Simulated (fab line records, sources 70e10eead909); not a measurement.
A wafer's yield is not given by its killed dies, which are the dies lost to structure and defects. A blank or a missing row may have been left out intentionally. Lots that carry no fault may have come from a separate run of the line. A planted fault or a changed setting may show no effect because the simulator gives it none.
Problem report in the 8D (eight disciplines) form, filled by code    flow nand-harc    the parts of the form that need people (team, actions taken, sign-off) are left out

== 1. PROBLEM STATEMENT ==
Wafers without a fault read 94.3 s, standard deviation 0.49; run-length-s at NHARC_A_M1_ETCH_28 reads a mean of 74.9 s on 2 wafers belonging to 2 lots. Measured from the usual mean, that is -40 standard deviations.
The step: etches the open film in CF4/N2, target depth 30 nm, time 72.99 s.
First observed at day 19 17:44: wafer L161.2, on rie-diel-03. Wafers with a number at this step in the record: 36, from 12 lots. By rule, "out" or "out of limits" means more than 4 standard deviations away from the usual mean. The other wafers with a number count as sound.

== 2. WHAT IT IS, WHAT IT ISN'T ==
question                     is                 is not
which readings at this step  run-length-s       drypump-motor-current-A, oes-product-au, rf-vpp-V, showerhead-plenum-p-Torr, throttle-valve-pct
which lots                   L161, L164         L154, L165, L167, L169, L170, L171, L172, L173, L175, L176
which wafers of those lots   L161.2, L164.1     L161.1, L161.4, L164.2, L164.4
read on which tools          rie-diel-03        rie-diel-08, rie-diel-11
when                         from day 19 17:44  up to then (5 sound wafers); but 29 sound wafers of L164, L165, L167, L169, L170, L171, L172, L173, L175, L176 came after

== 3. THE SUSPECTS, EACH WITH WHAT RULES IT OUT ==
Counting: a tool at a process step up to the reading stays a suspect if it ran every lot that is out. Sound lots after the first of them don't rule it out here, since some wafers of a struck lot are sound.
- rie-diel-03 at NHARC_A_M1_ETCH_28 (etches the open film in CF4/N2, target depth 30 nm, time 72.99 s): kept. Every lot that is out went through it, the first being L161 (day 19 17:44); the last sound lot it ran before that was L154 (day 18 06:05). Out on those wafers are its own readings of run-length-s.
- At NHARC_A_M1_ETCH_28, inside rie-diel-03: chamber 0 took the wafers that are out, while their sound lot-mates went through chambers 1, 2, 3.
The count leaves rie-diel-03 at NHARC_A_M1_ETCH_28.

== 4. THE CAUSE (what the simulator had put in) ==
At NHARC_A_M1_ETCH_28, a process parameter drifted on rie-diel-03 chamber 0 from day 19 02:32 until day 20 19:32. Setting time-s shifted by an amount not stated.
After counting, this tool was the only one left.

== 5. SEQUENCE OF EFFECTS, ordered by route ==
One row per reading whose mean, taken over the struck wafers that have a number, lies over 3 standard deviations from the usual. Readings are gone through only where the record gives a usual standard deviation; hours: the median, over the lots, of the time from a lot's start at the first step in this table giving one to that lot's start at this step; sigmas: the change measured in usual standard deviations.
hours  step                reading       usual   on struck wafers  change  sigmas
0      NHARC_A_M1_ETCH_28  run-length-s  94.3 s  74.9              -19.4   -40
Here are the process steps it includes:
- NHARC_A_M1_ETCH_28: etches the open film in CF4/N2, target depth 30 nm, time 72.99 s.
Later steps that measure or inspect, where all struck wafers having a row at the step show a number for every such reading and not one has moved that far: NHARC_END_SORT_01.

== 6. HOW IT WOULD HAVE BEEN CAUGHT EARLIER ==
In this record the first reading out of limits was taken at day 19 17:44, 15 hours after the fault began at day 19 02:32.
